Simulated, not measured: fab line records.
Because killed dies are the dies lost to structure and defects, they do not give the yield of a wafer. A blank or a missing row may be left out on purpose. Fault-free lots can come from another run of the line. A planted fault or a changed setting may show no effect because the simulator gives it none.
Which tool is to blame? || flow n5Finfet || 10 lots, 29 wafers sampled, at 4 steps of a route of 1938

== WHAT THE GAUGES SHOWED, per wafer ==
N5_MIM_BOT_LITHO_CD_MEAS_08 targets a cd of 3000 nm. Usual: cdNm 3000.6 nm, standard deviation 1.6.
{"lot": "L242", "measured": "day 11 16:44", "on": "cdSem-03", "cdNm (nm)": "3000.5 2998.0 2999.5", "flag": ""}
{"lot": "L243", "measured": "day 12 17:43", "on": "cdSem-02", "cdNm (nm)": "2999.0 2998.9 3000.5", "flag": ""}
{"lot": "L246", "measured": "day 13 09:10", "on": "cdSem-02", "cdNm (nm)": "2999.8 3000.3 2997.8", "flag": ""}
{"lot": "L247", "measured": "day 14 05:10", "on": "cdSem-03", "cdNm (nm)": "2999.5 3008.4", "flag": ""}
{"lot": "L254", "measured": "day 15 12:37", "on": "cdSem-02", "cdNm (nm)": "2997.7 3002.3 2999.9", "flag": ""}
{"lot": "L256", "measured": "day 15 12:52", "on": "cdSem-01", "cdNm (nm)": "2998.5 3002.8 3002.3", "flag": ""}
{"lot": "L258", "measured": "day 16 20:18", "on": "cdSem-01", "cdNm (nm)": "3000.1 2999.3 3002.5", "flag": ""}
{"lot": "L261", "measured": "day 17 03:18", "on": "cdSem-02", "cdNm (nm)": "3000.8 3003.8 2998.9", "flag": ""}
{"lot": "L263", "measured": "day 18 08:34", "on": "cdSem-01", "cdNm (nm)": "3003.1 3000.0 2999.8", "flag": ""}
{"lot": "L265", "measured": "day 18 19:05", "on": "cdSem-02", "cdNm (nm)": "3003.5 3002.4 3002.9", "flag": ""}

== WHICH TOOL RAN EACH LOT (tool, then ch and the chambers of the sampled wafers, then the start) ==
{"lot": "L242", "N5_MIM_TOP_DEGAS_04": "pvdSputter-03, day 11 15:33", "N5_MIM_TOP_LITHO_DESCUM_10": "rieDiel-01 ch 0,2,3, day 11 16:04", "N5_MIM_BOT_LITHO_PEB_06": "lithoTrack-02 ch 0, day 11 16:37"}
{"lot": "L243", "N5_MIM_TOP_DEGAS_04": "pvdSputter-01, day 12 16:17", "N5_MIM_TOP_LITHO_DESCUM_10": "rieDiel-06 ch 0,1,3, day 12 16:48", "N5_MIM_BOT_LITHO_PEB_06": "lithoTrack-02 ch 0, day 12 17:36"}
{"lot": "L246", "N5_MIM_TOP_DEGAS_04": "pvdSputter-02, day 13 07:26", "N5_MIM_TOP_LITHO_DESCUM_10": "rieDiel-05 ch 0,1,3, day 13 08:17", "N5_MIM_BOT_LITHO_PEB_06": "lithoTrack-05 ch 0, day 13 09:02"}
{"lot": "L247", "N5_MIM_TOP_DEGAS_04": "pvdSputter-03, day 14 03:32", "N5_MIM_TOP_LITHO_DESCUM_10": "rieDiel-05 ch 0,1, day 14 04:14", "N5_MIM_BOT_LITHO_PEB_06": "lithoTrack-02 ch 0, day 14 05:03"}
{"lot": "L254", "N5_MIM_TOP_DEGAS_04": "pvdSputter-02, day 15 11:14", "N5_MIM_TOP_LITHO_DESCUM_10": "rieDiel-01 ch 0,1, day 15 11:58", "N5_MIM_BOT_LITHO_PEB_06": "lithoTrack-01 ch 0, day 15 12:30"}
{"lot": "L256", "N5_MIM_TOP_DEGAS_04": "pvdSputter-02, day 15 11:41", "N5_MIM_TOP_LITHO_DESCUM_10": "rieDiel-05 ch 0,1,2, day 15 12:13", "N5_MIM_BOT_LITHO_PEB_06": "lithoTrack-01 ch 0, day 15 12:44"}
{"lot": "L258", "N5_MIM_TOP_DEGAS_04": "pvdSputter-02, day 16 18:58", "N5_MIM_TOP_LITHO_DESCUM_10": "rieDiel-06 ch 0,2,3, day 16 19:31", "N5_MIM_BOT_LITHO_PEB_06": "lithoTrack-01 ch 0, day 16 20:10"}
{"lot": "L261", "N5_MIM_TOP_DEGAS_04": "pvdSputter-03, day 17 02:01", "N5_MIM_TOP_LITHO_DESCUM_10": "rieDiel-06 ch 1,2,3, day 17 02:32", "N5_MIM_BOT_LITHO_PEB_06": "lithoTrack-05 ch 0, day 17 03:11"}
{"lot": "L263", "N5_MIM_TOP_DEGAS_04": "pvdSputter-03, day 18 06:28", "N5_MIM_TOP_LITHO_DESCUM_10": "rieDiel-01 ch 0,2,3, day 18 07:53", "N5_MIM_BOT_LITHO_PEB_06": "lithoTrack-02 ch 0, day 18 08:27"}
{"lot": "L265", "N5_MIM_TOP_DEGAS_04": "pvdSputter-03, day 18 17:41", "N5_MIM_TOP_LITHO_DESCUM_10": "rieDiel-06 ch 2,3, day 18 18:26", "N5_MIM_BOT_LITHO_PEB_06": "lithoTrack-05 ch 0, day 18 18:58"}
- N5_MIM_TOP_DEGAS_04: time 60 s.
- N5_MIM_TOP_LITHO_DESCUM_10: chemistry O2, time 7.9 s.
- N5_MIM_BOT_LITHO_PEB_06

== AS READ BY THE TOOLS THEMSELVES (means over the sampled wafers that have a number; for cases with no such wafer, the mark the record gives instead) ==
N5_MIM_TOP_DEGAS_04. Usual: heaterPowerW 479 W, standard deviation 42.
{"lot": "L242", "tool": "pvdSputter-03", "heaterPowerW (W)": 474, "flag": ""}
{"lot": "L243", "tool": "pvdSputter-01", "heaterPowerW (W)": 480, "flag": ""}
{"lot": "L246", "tool": "pvdSputter-02", "heaterPowerW (W)": 492, "flag": ""}
{"lot": "L247", "tool": "pvdSputter-03", "heaterPowerW (W)": 496, "flag": ""}
{"lot": "L254", "tool": "pvdSputter-02", "heaterPowerW (W)": 517, "flag": ""}
{"lot": "L256", "tool": "pvdSputter-02", "heaterPowerW (W)": 477, "flag": ""}
{"lot": "L258", "tool": "pvdSputter-02", "heaterPowerW (W)": 485, "flag": ""}
{"lot": "L261", "tool": "pvdSputter-03", "heaterPowerW (W)": 476, "flag": ""}
{"lot": "L263", "tool": "pvdSputter-03", "heaterPowerW (W)": 452, "flag": ""}
{"lot": "L265", "tool": "pvdSputter-03", "heaterPowerW (W)": 465, "flag": ""}

N5_MIM_TOP_LITHO_DESCUM_10. Usual: drypumpMotorCurrentA 5.6 A, standard deviation 0.56; o2FlowSccm 225.1 sccm, standard deviation 0.64; oesProductAu 0.82 a.u., standard deviation 0.083; rfVppV 243.3 V, standard deviation 1.5; showerheadPlenumPTorr 2.09 Torr, standard deviation 0.077; tempC 40.00 C, standard deviation 0.11; throttleValvePct 20.34 %, standard deviation 0.25.
{"lot": "L242", "tool": "rieDiel-01", "drypumpMotorCurrentA (A)": 5.5, "o2FlowSccm (sccm)": 225.0, "oesProductAu (a.u.)": 0.84, "rfVppV (V)": 242.8, "showerheadPlenumPTorr (Torr)": 2.06, "tempC (C)": 40.00, "throttleValvePct (%)": 20.28, "flag": ""}
{"lot": "L243", "tool": "rieDiel-06", "drypumpMotorCurrentA (A)": 5.3, "o2FlowSccm (sccm)": 225.6, "oesProductAu (a.u.)": 0.81, "rfVppV (V)": 243.6, "showerheadPlenumPTorr (Torr)": 2.10, "tempC (C)": 40.02, "throttleValvePct (%)": 20.57, "flag": ""}
{"lot": "L246", "tool": "rieDiel-05", "drypumpMotorCurrentA (A)": 6.0, "o2FlowSccm (sccm)": 225.2, "oesProductAu (a.u.)": 0.82, "rfVppV (V)": 242.7, "showerheadPlenumPTorr (Torr)": 2.07, "tempC (C)": 40.01, "throttleValvePct (%)": 20.35, "flag": ""}
{"lot": "L247", "tool": "rieDiel-05", "drypumpMotorCurrentA (A)": 5.9, "o2FlowSccm (sccm)": 225.5, "oesProductAu (a.u.)": 0.88, "rfVppV (V)": 242.7, "showerheadPlenumPTorr (Torr)": 2.04, "tempC (C)": 39.96, "throttleValvePct (%)": 20.19, "flag": ""}
{"lot": "L254", "tool": "rieDiel-01", "drypumpMotorCurrentA (A)": 5.0, "o2FlowSccm (sccm)": 224.9, "oesProductAu (a.u.)": 0.73, "rfVppV (V)": 242.8, "showerheadPlenumPTorr (Torr)": 2.02, "tempC (C)": 39.96, "throttleValvePct (%)": 20.58, "flag": ""}
{"lot": "L256", "tool": "rieDiel-05", "drypumpMotorCurrentA (A)": 5.8, "o2FlowSccm (sccm)": 225.0, "oesProductAu (a.u.)": 0.86, "rfVppV (V)": 243.2, "showerheadPlenumPTorr (Torr)": 2.07, "tempC (C)": 39.98, "throttleValvePct (%)": 20.17, "flag": ""}
{"lot": "L258", "tool": "rieDiel-06", "drypumpMotorCurrentA (A)": 5.9, "o2FlowSccm (sccm)": 224.7, "oesProductAu (a.u.)": 0.82, "rfVppV (V)": 244.2, "showerheadPlenumPTorr (Torr)": 2.16, "tempC (C)": 39.91, "throttleValvePct (%)": 20.35, "flag": ""}
{"lot": "L261", "tool": "rieDiel-06", "drypumpMotorCurrentA (A)": 5.7, "o2FlowSccm (sccm)": 225.2, "oesProductAu (a.u.)": 0.81, "rfVppV (V)": 244.2, "showerheadPlenumPTorr (Torr)": 2.14, "tempC (C)": 40.01, "throttleValvePct (%)": 20.50, "flag": ""}
{"lot": "L263", "tool": "rieDiel-01", "drypumpMotorCurrentA (A)": 5.5, "o2FlowSccm (sccm)": 225.1, "oesProductAu (a.u.)": 0.78, "rfVppV (V)": 242.4, "showerheadPlenumPTorr (Torr)": 2.04, "tempC (C)": 40.04, "throttleValvePct (%)": 20.35, "flag": ""}
{"lot": "L265", "tool": "rieDiel-06", "drypumpMotorCurrentA (A)": 5.9, "o2FlowSccm (sccm)": 224.6, "oesProductAu (a.u.)": 0.85, "rfVppV (V)": 244.6, "showerheadPlenumPTorr (Torr)": 2.20, "tempC (C)": 39.84, "throttleValvePct (%)": 20.35, "flag": ""}

== THE ANSWER, worked out from the rows above alone ==
Rule: take the mean of a lot's wafers that have a number; if it is more than 3 standard deviations from the usual mean, the lot is off. Also off: a lot with no number at a reading for which 4 or more lots have one. Any other lot the step has rows for is counted as sound. First the gauges in route order, then the tools' own readings, where a lot's mean is used as printed above. At the first step where some lot is off, the reading lying furthest off is the one used; lots without a number count as furthest.
Across all readings shown, no lot is off: no conclusion can be drawn from this.

== WHAT THE SIMULATOR HAD INSERTED ==
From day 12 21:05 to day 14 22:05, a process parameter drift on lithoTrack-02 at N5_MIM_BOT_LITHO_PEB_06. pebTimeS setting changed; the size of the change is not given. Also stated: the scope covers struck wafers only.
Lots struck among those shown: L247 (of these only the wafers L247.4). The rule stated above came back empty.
